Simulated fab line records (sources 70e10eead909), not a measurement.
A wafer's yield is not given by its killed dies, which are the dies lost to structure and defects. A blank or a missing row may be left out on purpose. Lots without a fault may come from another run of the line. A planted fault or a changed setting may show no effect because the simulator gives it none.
Chamber matching    flow nand harc    NHARC_A_M0_STRIP_18 on rie diel-09: 4 sister chambers
The step strips in N2/H2. 14 wafers are shown with their chamber, then 7 later ones without.

## WAFERS, EACH WITH ITS CHAMBER
wafer   chamber  showerhead plenum p Torr (Torr)  oes product au (a.u.)  h2 flow sccm (sccm)
L889.1  1        2.12                             1.010                  150.2
L889.3  0        1.93                             0.975                  149.7
L889.6  1        2.12                             0.997                  150.8
L888.4  3        2.10                             1.013                  149.7
L888.5  1        2.12                             1.015                  150.2
L888.6  0        1.93                             0.981                  149.8
L891.3  2        1.89                             0.996                  148.9
L891.4  1        2.12                             1.006                  150.1
L891.5  0        1.93                             0.986                  150.2
L900.2  1        2.12                             1.005                  150.2
L900.3  0        1.93                             0.981                  150.3
L900.5  1        2.11                             1.000                  150.4
L905.3  1        2.11                             1.002                  150.2
L905.4  3        2.10                             1.005                  150.9

SIGNATURES, as means of the wafers listed above
reading                   chamber 0  chamber 1  chamber 2  chamber 3  scatter within a chamber
showerhead plenum p Torr  1.9300     2.1171     1.8900     2.1000     0.00378
oes product au            0.98075    1.00500    0.99600    1.00900    0.00563
h2 flow sccm              150.000    150.300    148.900    150.300    0.363
Rule: a wafer's distance from a chamber is the root of the sum, over the readings, of the square of ((its reading less the chamber's mean) divided by the reading's scatter). The wafer belongs to the nearest chamber; if the next one is less than 2 further off, it can't be placed. The scatter: take each reading less its chamber's mean, square it, sum over the shown wafers, divide by the number of wafers less the number of chambers, and take the root.

## WAFERS WITHOUT THEIR CHAMBER
wafer   showerhead plenum p Torr (Torr)  oes product au (a.u.)  h2 flow sccm (sccm)
L905.6  2.10                             1.021                  150.8
L907.1  2.11                             0.994                  150.6
L907.2  1.89                             0.985                  150.2
L907.5  1.89                             0.988                  149.4
L908.3  1.89                             0.985                  150.5
L908.4  2.11                             1.002                  150.4
L908.5  1.93                             1.001                  149.8

## WHICH CHAMBER EACH ONE RAN IN
wafer   from the rows above      in truth
L905.6  3                        3
L907.1  can't be placed: 1 or 3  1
L907.2  2                        2
L907.5  2                        2
L908.3  2                        2
L908.4  can't be placed: 1 or 3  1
L908.5  0                        0
Placed correctly: 5 of 7. Cannot be placed on the basis of these rows: 2; the candidates contain the true chamber in 2. 0 placed wrongly.
